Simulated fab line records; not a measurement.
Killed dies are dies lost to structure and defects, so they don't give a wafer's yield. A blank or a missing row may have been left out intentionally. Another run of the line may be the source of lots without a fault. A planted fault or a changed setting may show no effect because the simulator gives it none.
fab line records + flow n5-finfet
record
- lots=9
- wafers=27
- last-day=19
route steps=1938 shown ZERO_LAYER@4 PMOS_HMC_CHANNEL_EPI@58 BEOL_M4@1111
lots untouched by any fault: they come from a run of this same line in which no faults occurred
start-h: hours from the record's opening day to when the first of the lot's shown wafers began + wait-h: hours elapsed since this lot's preceding step + " unchanged from the row above + L1.1+2: a single row standing in for several wafers + - no value, or no start given + * or withheld: withheld + < > ~ a bound
route shown NAME@n: names a module that has steps shown in the file, with the first one's number in the route + usual: mean/standard deviation taken from wafers without a fault + same: alike in all rows + chamber/n: place in a boat + sites: the reading at each site + _std_site: the values' standard deviation + _edge_site: outer sites' mean less inner sites' + radius-mm: for every site, how far away it sits from the centre of the wafer + mask NAME#n: copy n + behind: the most recent tool/chamber to have shaped the wafer + hold: why the lot was held/for how many hours/how that ended + device: whichever transistor did not switch (one of n, p or np) + end of line: the same wafers' tests at the end of the route + where a step has no rows: the recipe by itself + killed: at the first sort, the dies lost to defects and structure; wafer yield is something else + map: dies across one wafer; x = killed, . = not, _ = none there
set.NAME: the setting the step ran with; set.NAME@STEP: the setting that earlier step ran with + model.NAME: the simulator's own value behind a step, which no gauge read
one table for each step of the route and one row for each wafer, over a sample of lots
services: a tool's chamber out of use, with start hour (start-h, from the record's first day; less than 0 if before it), hours out, and reason
## steps
# step N5_ZERO_LAYER_PECVD_02
# recipe
- material=SiO2
- target-thk-a=100
- temp-c=400
- precursor=SiH4/N2O
- pressure-torr=0.75
- rf-w=275
- time-s=6
# usual
- heater-power-w=801/130
- showerhead-plenum-p-Torr=8.12/0.17
| lot.wafer | tool     | chamber | start-h | wait-h | heater-power-w | showerhead-plenum-p-Torr |
|-----------|----------|---------|---------|--------|----------------|--------------------------|
| L576.3    | pecvd-02 | 0       | 24.30   | 0.0    | 696            | 8.08                     |
| L576.4    | "        | 0       | "       | "      | 674            | 8.10                     |
| L576.6    | "        | 2       | "       | "      | 1034           | 7.98                     |
| L579.1    | pecvd-02 | 1       | 42.28   | 0.0    | 678            | 8.05                     |
| L579.2    | "        | 2       | "       | "      | 963            | 7.99                     |
| L579.6    | "        | 1       | "       | "      | 668            | 8.09                     |
| L582.2    | pecvd-01 | 1       | 60.28   | 0.0    | 738            | 8.20                     |
| L582.3    | "        | 0       | "       | "      | 835            | 8.41                     |
| L582.4    | "        | 2       | "       | "      | 1021           | 7.81                     |
| L590.1    | pecvd-04 | 2       | 108.29  | 0.0    | 635            | 8.01                     |
| L590.3    | "        | 0       | "       | "      | 757            | 8.25                     |
| L590.6    | "        | 0       | "       | "      | 792            | 8.28                     |
| L591.1    | pecvd-04 | 1       | 114.28  | 0.0    | 768            | 8.31                     |
| L591.2    | "        | 2       | "       | "      | 594            | 8.01                     |
| L591.3    | "        | 0       | "       | "      | 772            | 8.27                     |
| L594.3    | pecvd-01 | 0       | 132.28  | 0.0    | 821            | 8.43                     |
| L594.4    | "        | 1       | "       | "      | 797            | 8.19                     |
| L594.5    | "        | 0       | "       | "      | 809            | 8.40                     |
| L595.2    | pecvd-04 | 2       | 138.29  | 0.0    | 666            | 7.98                     |
| L595.5    | "        | 2       | "       | "      | 666            | 8.00                     |
| L595.6    | "        | 0       | "       | "      | 758            | 8.27                     |
| L596.1    | pecvd-01 | 2       | 144.28  | 0.0    | 949            | 7.83                     |
| L596.4    | "        | 1       | "       | "      | 776            | 8.20                     |
| L596.5    | "        | 0       | "       | "      | 832            | 8.41                     |
| L597.1    | pecvd-02 | 1       | 150.47  | 0.0    | 688            | 8.07                     |
| L597.3    | "        | 0       | "       | "      | 668            | 8.07                     |
| L597.6    | "        | 1       | "       | "      | 705            | 8.08                     |
# step N5_ZERO_LAYER_DESCUM_16
# recipe
- chemistry=O2
- time-s=7.9
- source-power-w=50
- bias-power-w=20
- pressure-mtorr=20
- rf-frequency-hz=2.712e+07
- temp-c=40
- o2-flow-sccm=225
# usual
- drypump-motor-current-A=5.5/0.64
- oes-product-au=0.76/0.057
- rf-vpp-V=243.4/1.4
- showerhead-plenum-p-Torr=2.11/0.065
- throttle-valve-pct=20.51/0.24
| lot.wafer | tool        | chamber | start-h | wait-h | drypump-motor-current-A | oes-product-au | rf-hours-counter-h | rf-vpp-V | showerhead-plenum-p-Torr | throttle-valve-pct |
|-----------|-------------|---------|---------|--------|-------------------------|----------------|--------------------|----------|--------------------------|--------------------|
| L576.3    | rie-diel-05 | 0       | 25.07   | 0.3    | 6.7                     | 0.73           | 153                | 243.6    | 1.99                     | 20.65              |
| L576.4    | "           | 1       | "       | "      | 6.7                     | 0.79           | 106                | 241.2    | 2.00                     | 20.39              |
| L576.6    | "           | 0       | "       | "      | 6.7                     | 0.74           | -                  | 241.6    | 1.99                     | 20.65              |
| L579.1    | rie-diel-05 | 1       | 42.81   | 0.0    | 6.7                     | 0.76           | 111                | 242.9    | 2.00                     | 20.39              |
| L579.2    | "           | 0       | "       | "      | 6.7                     | 0.72           | 157                | 240.9    | 1.99                     | 20.66              |
| L579.6    | "           | 0       | "       | "      | 6.7                     | 0.73           | -                  | 241.2    | 1.99                     | 20.67              |
| L582.2    | rie-diel-01 | 0       | 60.95   | 0.2    | 5.0                     | 0.81           | 120                | 244.7    | 2.20                     | 20.66              |
| L582.3    | "           | 2       | "       | "      | 5.6                     | 0.80           | 112                | 243.7    | 2.11                     | 20.66              |
| L582.4    | "           | 3       | "       | "      | 4.7                     | 0.73           | 188                | 241.9    | 2.10                     | 20.83              |
| L590.1    | rie-diel-01 | 1       | 108.68  | 0.0    | 5.2                     | 0.71           | 204                | 244.6    | 2.15                     | 20.26              |
| L590.3    | "           | 0       | "       | "      | 5.0                     | 0.80           | 135                | 245.1    | 2.19                     | 20.68              |
| L590.6    | "           | 1       | "       | "      | 5.2                     | 0.71           | -                  | 244.4    | 2.15                     | 20.27              |
| L591.1    | rie-diel-01 | 2       | 114.95  | 0.2    | 5.6                     | 0.78           | 130                | 244.0    | 2.11                     | 20.68              |
| L591.2    | "           | 3       | "       | "      | 4.7                     | 0.72           | 206                | 241.5    | 2.09                     | 20.84              |
| L591.3    | "           | 0       | "       | "      | 5.0                     | 0.81           | 138                | 244.3    | 2.19                     | 20.69              |
| L594.3    | rie-diel-01 | 0       | 133.23  | 0.6    | 5.0                     | 0.78           | 142                | 243.4    | 2.19                     | 20.69              |
| L594.4    | "           | 2       | "       | "      | 5.5                     | 0.78           | 134                | 243.3    | 2.10                     | 20.67              |
| L594.5    | "           | 2       | "       | "      | 5.6                     | 0.77           | -                  | 244.8    | 2.10                     | 20.68              |
| L595.2    | rie-diel-01 | 0       | 138.99  | 0.2    | 5.0                     | 0.79           | 145                | 244.5    | 2.19                     | 20.69              |
| L595.5    | "           | 0       | "       | "      | 5.0                     | 0.79           | -                  | 242.7    | 2.19                     | 20.70              |
| L595.6    | "           | 3       | "       | "      | 4.7                     | 0.71           | -                  | 244.1    | 2.09                     | 20.88              |
| L596.1    | rie-diel-06 | 0       | 144.68  | 0.0    | 6.4                     | 0.85           | 64                 | 245.0    | 2.20                     | 20.09              |
| L596.4    | "           | 3       | "       | "      | 5.5                     | 0.75           | -                  | 243.1    | 2.07                     | 20.36              |
| L596.5    | "           | 1       | "       | "      | 5.4                     | 0.73           | -                  | 244.0    | 2.08                     | 20.48              |
| L597.1    | rie-diel-06 | 0       | 150.97  | 0.1    | 6.3                     | 0.84           | 67                 | 245.0    | 2.20                     | 20.10              |
| L597.3    | "           | 2       | "       | "      | 6.5                     | 0.96           | 0                  | 241.7    | 2.05                     | 20.00              |
| L597.6    | "           | 2       | "       | "      | 6.5                     | 0.96           | -                  | 243.5    | 2.05                     | 19.99              |
# step N5_ZERO_LAYER_ETCH_17
# recipe
- chemistry=CF4
- target=SiO2
- target-depth-a=120
- time-s=13.3
- ion-energy-ev=350
- pressure-mtorr=40
- source-w=450
- bias-w=215
- Ar_flow_sccm=100
- cf4-flow-sccm=100
# usual
- drypump-motor-current-A=5.5/0.64
- oes-product-au=0.76/0.054
- rf-vpp-V=950/3.9
- showerhead-plenum-p-Torr=2.16/0.063
- throttle-valve-pct=15.76/0.18
| lot.wafer | tool        | chamber | start-h | wait-h | drypump-motor-current-A | oes-product-au | rf-hours-counter-h | rf-vpp-V | showerhead-plenum-p-Torr | throttle-valve-pct |
|-----------|-------------|---------|---------|--------|-------------------------|----------------|--------------------|----------|--------------------------|--------------------|
| L576.3    | rie-diel-05 | 0       | 25.10   | 0.0    | 6.7                     | 0.75           | 153                | 945      | 2.06                     | 15.98              |
| L576.4    | "           | 1       | "       | "      | 6.7                     | 0.77           | 106                | 945      | 2.08                     | 15.70              |
| L576.6    | "           | 0       | "       | "      | 6.7                     | 0.74           | -                  | 944      | 2.06                     | 15.96              |
| L579.1    | rie-diel-05 | 1       | 42.84   | 0.0    | 6.7                     | 0.78           | 111                | 943      | 2.08                     | 15.72              |
| L579.2    | "           | 0       | "       | "      | 6.7                     | 0.75           | 157                | 944      | 2.06                     | 15.97              |
| L579.6    | "           | 0       | "       | "      | 6.7                     | 0.74           | -                  | 943      | 2.06                     | 15.98              |
| L582.2    | rie-diel-01 | 0       | 60.99   | 0.0    | 5.0                     | 0.79           | 120                | 955      | 2.24                     | 15.88              |
| L582.3    | "           | 2       | "       | "      | 5.5                     | 0.79           | 112                | 952      | 2.16                     | 15.83              |
| L582.4    | "           | 3       | "       | "      | 4.7                     | 0.73           | 188                | 949      | 2.13                     | 15.88              |
| L590.1    | rie-diel-01 | 1       | 108.72  | 0.0    | 5.2                     | 0.72           | 204                | 953      | 2.22                     | 15.70              |
| L590.3    | "           | 0       | "       | "      | 5.0                     | 0.78           | 135                | 955      | 2.24                     | 15.91              |
| L590.6    | "           | 1       | "       | "      | 5.2                     | 0.72           | -                  | 954      | 2.22                     | 15.69              |
| L591.1    | rie-diel-01 | 2       | 114.98  | 0.0    | 5.6                     | 0.79           | 130                | 949      | 2.15                     | 15.86              |
| L591.2    | "           | 3       | "       | "      | 4.7                     | 0.73           | 206                | 948      | 2.12                     | 15.92              |
| L591.3    | "           | 0       | "       | "      | 5.0                     | 0.79           | 138                | 954      | 2.24                     | 15.92              |
| L594.3    | rie-diel-01 | 0       | 133.27  | 0.0    | 5.0                     | 0.77           | 142                | 956      | 2.24                     | 15.92              |
| L594.4    | "           | 2       | "       | "      | 5.6                     | 0.77           | 134                | 947      | 2.15                     | 15.85              |
| L594.5    | "           | 2       | "       | "      | 5.6                     | 0.77           | -                  | 950      | 2.15                     | 15.86              |
| L595.2    | rie-diel-01 | 0       | 139.02  | 0.0    | 5.0                     | 0.77           | 145                | 955      | 2.24                     | 15.94              |
| L595.5    | "           | 0       | "       | "      | 5.0                     | 0.77           | -                  | 955      | 2.24                     | 15.92              |
| L595.6    | "           | 3       | "       | "      | 4.7                     | 0.72           | -                  | 948      | 2.12                     | 15.92              |
| L596.1    | rie-diel-06 | 0       | 144.71  | 0.0    | 6.4                     | 0.84           | 64                 | 956      | 2.24                     | 15.34              |
| L596.4    | "           | 3       | "       | "      | 5.5                     | 0.76           | -                  | 948      | 2.14                     | 15.74              |
| L596.5    | "           | 1       | "       | "      | 5.4                     | 0.72           | -                  | 949      | 2.13                     | 15.76              |
| L597.1    | rie-diel-06 | 0       | 151.01  | 0.0    | 6.4                     | 0.84           | 67                 | 956      | 2.24                     | 15.38              |
| L597.3    | "           | 2       | "       | "      | 6.5                     | 0.97           | 0                  | 946      | 2.11                     | 15.27              |
| L597.6    | "           | 2       | "       | "      | 6.5                     | 0.97           | -                  | 945      | 2.11                     | 15.25              |
# step N5_PMOS_HMC_CHANNEL_EPI_COAT_31
# recipe
- resist=BARC
- temp-c=205
- time-s=60
- spin-rpm=1500
- resist-thk-nm=66
# usual
- chill-plate-temp-C=23.01/0.093
- heater-power-total-W=391.7/1.3
- plate-temp-C=205.01/0.17
| lot.wafer | tool           | chamber | start-h | wait-h | chill-plate-temp-C | heater-power-total-W | plate-temp-C |
|-----------|----------------|---------|---------|--------|--------------------|----------------------|--------------|
| L576.3    | litho-track-01 | 0       | 29.22   | 0.0    | 23.22              | 391.2                | 204.86       |
| L576.4    | "              | 0       | "       | "      | 23.19              | 389.9                | 204.77       |
| L576.6    | "              | 0       | "       | "      | 23.13              | 390.2                | 205.00       |
| L579.1    | litho-track-03 | 0       | 47.14   | 0.0    | 23.11              | 391.1                | 204.72       |
| L579.2    | "              | 0       | "       | "      | 22.90              | 392.8                | 204.93       |
| L579.6    | "              | 0       | "       | "      | 23.02              | 389.6                | 204.89       |
| L582.2    | litho-track-03 | 0       | 65.01   | 0.0    | 22.91              | 391.2                | 204.93       |
| L582.3    | "              | 0       | "       | "      | 22.88              | 392.0                | 204.83       |
| L582.4    | "              | 0       | "       | "      | 23.11              | 390.3                | 204.94       |
| L590.1    | litho-track-03 | 0       | 112.80  | 0.0    | 22.87              | 384.9                | 202.18       |
| L590.3    | "              | 0       | "       | "      | 23.08              | 386.4                | 202.10       |
| L590.6    | "              | 0       | "       | "      | 22.98              | 384.3                | 202.14       |
| L591.1    | litho-track-03 | 0       | 118.89  | 0.0    | 23.08              | 387.2                | 202.14       |
| L591.2    | "              | 0       | "       | "      | 23.16              | 384.3                | 202.25       |
| L591.3    | "              | 0       | "       | "      | 23.20              | 386.2                | 202.18       |
| L594.3    | litho-track-03 | 0       | 137.91  | 0.0    | 22.94              | 384.1                | 202.41       |
| L594.4    | "              | 0       | "       | "      | 22.99              | 384.3                | 202.41       |
| L594.5    | "              | 0       | "       | "      | 22.92              | 383.7                | 202.44       |
| L595.2    | litho-track-05 | 0       | 142.94  | 0.0    | 22.97              | 390.2                | 204.82       |
| L595.5    | "              | 0       | "       | "      | 23.05              | 391.4                | 204.88       |
| L595.6    | "              | 0       | "       | "      | 22.91              | 389.6                | 204.72       |
| L596.1    | litho-track-05 | 0       | 148.71  | 0.1    | 22.94              | 389.7                | 204.97       |
| L596.4    | "              | 0       | "       | "      | 22.86              | 390.2                | 205.22       |
| L596.5    | "              | 0       | "       | "      | 23.17              | 392.3                | 204.79       |
| L597.1    | litho-track-01 | 0       | 155.90  | 0.0    | 23.00              | 392.3                | 205.17       |
| L597.3    | "              | 0       | "       | "      | 23.01              | 391.3                | 205.01       |
| L597.6    | "              | 0       | "       | "      | 22.90              | 391.6                | 205.06       |
# step N5_BEOL_M4_RC_MEAS_101
# usual
- DIBL_N=36.3/1.9
- DIBL_P=36.0/2.1
- IOFF_N=0.16/0.031
- IOFF_P=0.21/0.035
- ION_N=675/14
- ION_P=464/8.5
- SS_N=71.5/0.6
- SS_P=73.3/0.72
- VT_N=250/3.2
- VT_P=-250/3.1
| lot.wafer | tool      | chamber | start-h | wait-h | DIBL_N[mV/V] | DIBL_P[mV/V] | IOFF_N[nA/um] | IOFF_P[nA/um] | ION_N[uA/um] | ION_P[uA/um] | SS_N[mV/dec] | SS_P[mV/dec] | VT_N[mV] | VT_P[mV] |
|-----------|-----------|---------|---------|--------|--------------|--------------|---------------|---------------|--------------|--------------|--------------|--------------|----------|----------|
| L576.3    | prober-01 | 0       | 174.19  | 0.3    | 33.5         | 31.3         | 0.11          | 0.14          | 649          | 443          | 70.3         | 72.5         | 254      | -258     |
| L576.4    | "         | 0       | "       | "      | 37.7         | 36.1         | 0.17          | 0.20          | 662          | 455          | 72.0         | 73.5         | 253      | -252     |
| L576.6    | "         | 0       | "       | "      | 34.6         | 32.5         | 0.13          | 0.15          | 664          | 452          | 71.9         | 72.4         | 253      | -256     |
| L579.1    | prober-01 | 0       | 192.67  | 0.0    | 34.9         | 35.4         | 0.14          | 0.21          | 667          | 468          | 71.2         | 72.8         | 249      | -248     |
| L579.2    | "         | 0       | "       | "      | 33.6         | 34.7         | 0.13          | 0.20          | 671          | 470          | 71.3         | 72.7         | 250      | -248     |
| L579.6    | "         | 0       | "       | "      | 33.5         | 34.3         | 0.14          | 0.21          | 681          | 480          | 71.0         | 72.3         | 249      | -247     |
| L582.2    | prober-01 | 0       | 202.23  | 0.2    | 33.6         | 31.7         | 0.10          | 0.16          | 667          | 464          | 70.8         | 71.8         | 257      | -254     |
| L582.3    | "         | 0       | "       | "      | 36.4         | 35.0         | 0.14          | 0.21          | 675          | 462          | 72.4         | 72.9         | 252      | -248     |
| L582.4    | "         | 0       | "       | "      | 35.0         | 34.1         | 0.12          | 0.20          | 663          | 462          | 70.9         | 72.1         | 255      | -249     |
| L595.2    | prober-02 | 0       | 288.12  | 0.2    | 38.4         | 36.3         | 0.17          | 0.21          | 663          | 453          | 72.6         | 73.2         | 250      | -250     |
| L595.5    | "         | 0       | "       | "      | 35.6         | 34.7         | 0.12          | 0.19          | 668          | 464          | 71.1         | 73.2         | 252      | -251     |
| L595.6    | "         | 0       | "       | "      | 38.0         | 37.4         | 0.16          | 0.22          | 676          | 460          | 72.0         | 74.0         | 248      | -246     |
| L594.3    | prober-01 | 0       | 289.68  | 0.3    | 35.2         | 36.5         | 0.14          | 0.17          | 678          | 458          | 70.4         | 72.9         | 248      | -257     |
| L594.4    | "         | 0       | "       | "      | 35.7         | 36.8         | 0.16          | 0.18          | 681          | 457          | 71.7         | 73.2         | 248      | -254     |
| L594.5    | "         | 0       | "       | "      | 37.2         | 39.7         | 0.19          | 0.22          | 698          | 471          | 72.5         | 73.5         | 246      | -250     |
| L590.1    | prober-02 | 0       | 295.30  | 0.0    | 39.3         | 40.2         | 0.22          | 0.29          | 696          | 484          | 72.3         | 74.4         | 246      | -245     |
| L590.3    | "         | 0       | "       | "      | 36.0         | 35.6         | 0.15          | 0.19          | 694          | 475          | 70.8         | 73.4         | 249      | -251     |
| L590.6    | "         | 0       | "       | "      | 36.2         | 36.0         | 0.15          | 0.20          | 686          | 472          | 71.5         | 73.3         | 249      | -252     |
| L591.1    | prober-01 | 0       | 313.40  | 0.0    | 38.9         | 37.9         | 0.18          | 0.24          | 673          | 462          | 71.4         | 74.0         | 248      | -249     |
| L591.2    | "         | 0       | "       | "      | 36.9         | 34.5         | 0.15          | 0.19          | 673          | 456          | 71.2         | 73.6         | 249      | -252     |
| L591.3    | "         | 0       | "       | "      | 37.8         | 36.4         | 0.15          | 0.22          | 648          | 451          | 72.2         | 74.2         | 253      | -252     |
| L596.1    | prober-02 | 0       | 324.58  | 0.0    | 35.8         | 36.4         | 0.15          | 0.23          | 676          | 469          | 72.4         | 73.1         | 251      | -249     |
| L596.4    | "         | 0       | "       | "      | 34.3         | 34.6         | 0.13          | 0.19          | 673          | 465          | 71.7         | 72.1         | 253      | -250     |
| L596.5    | "         | 0       | "       | "      | 36.3         | 36.0         | 0.15          | 0.21          | 676          | 465          | 72.0         | 72.5         | 251      | -249     |
| L597.1    | prober-01 | 0       | 340.67  | 0.0    | 36.2         | 36.7         | 0.15          | 0.21          | 668          | 460          | 71.1         | 73.1         | 250      | -249     |
| L597.3    | "         | 0       | "       | "      | 36.5         | 36.7         | 0.15          | 0.21          | 668          | 458          | 70.7         | 73.2         | 251      | -248     |
| L597.6    | "         | 0       | "       | "      | 36.9         | 37.3         | 0.16          | 0.21          | 665          | 457          | 71.4         | 74.1         | 251      | -250     |
## services
| tool           | chamber | start-h | hours | kind                          |
|----------------|---------|---------|-------|-------------------------------|
| pecvd-01       | -       | 5.40    | 2.1   | repair                        |
| rie-diel-01    | -       | 6.79    | 4.3   | pm                            |
| pecvd-01       | -       | 19.29   | 0.3   | repair                        |
| litho-track-03 | -       | 58.98   | -     | consumable-replace:filter     |
| rie-diel-05    | -       | 61.74   | 0.4   | repair                        |
| pecvd-01       | -       | 68.86   | 5.5   | pm                            |
| rie-diel-06    | -       | 78.44   | 14.6  | pm                            |
| rie-diel-05    | 3       | 93.56   | -     | clean                         |
| rie-diel-05    | 3       | 93.56   | -     | consumable-replace:focus-ring |
| rie-diel-05    | 3       | 93.56   | -     | consumable-replace:showerhead |
| rie-diel-05    | 3       | 93.56   | 27.5  | scheduled-down                |
| rie-diel-05    | 3       | 93.56   | 27.5  | vent-cycle                    |
| litho-track-05 | -       | 95.21   | -     | consumable-replace:filter     |
| litho-track-05 | -       | 101.90  | -     | consumable-replace:filter     |
| pecvd-04       | 2       | 124.66  | 5.0   | scheduled-down                |
| rie-diel-06    | 2       | 128.02  | -     | clean                         |
| rie-diel-06    | 2       | 128.02  | -     | consumable-replace:focus-ring |
| rie-diel-06    | 2       | 128.02  | 22.3  | scheduled-down                |
| rie-diel-06    | 2       | 128.02  | 22.3  | vent-cycle                    |
| pecvd-04       | 0       | 128.16  | 4.9   | repair                        |
| pecvd-04       | 2       | 129.89  | 5.5   | scheduled-down                |
| pecvd-02       | -       | 153.90  | 0.6   | repair                        |
## key
first-sign
- step=N5_PMOS_HMC_CHANNEL_EPI_COAT_31
- reading=plate-temp-C
- direction=down
- sigmas=16
- usual=*
- struck=*
effect
- step=N5_PMOS_HMC_CHANNEL_EPI_COAT_31
- reading=heater-power-total-W
- direction=down
- sigmas=5
- usual=*
- struck=*
met-at N5_PMOS_HMC_CHANNEL_EPI_COAT_31
struck-lots L590,L591,L594
not-acting-at N5_ZERO_LAYER_PECVD_02,N5_ZERO_LAYER_DESCUM_16,N5_ZERO_LAYER_ETCH_17
onset-between 65.01 112.80
fault
- kind=process-parameter-drift
- tool=litho-track-03
- chamber=-
- onset-h=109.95
- steps=N5_PMOS_HMC_CHANNEL_EPI_COAT_31
- channel=temp-c
- offset=*
- shape=step
- end-h=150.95
- acts-in=*
- stated=*
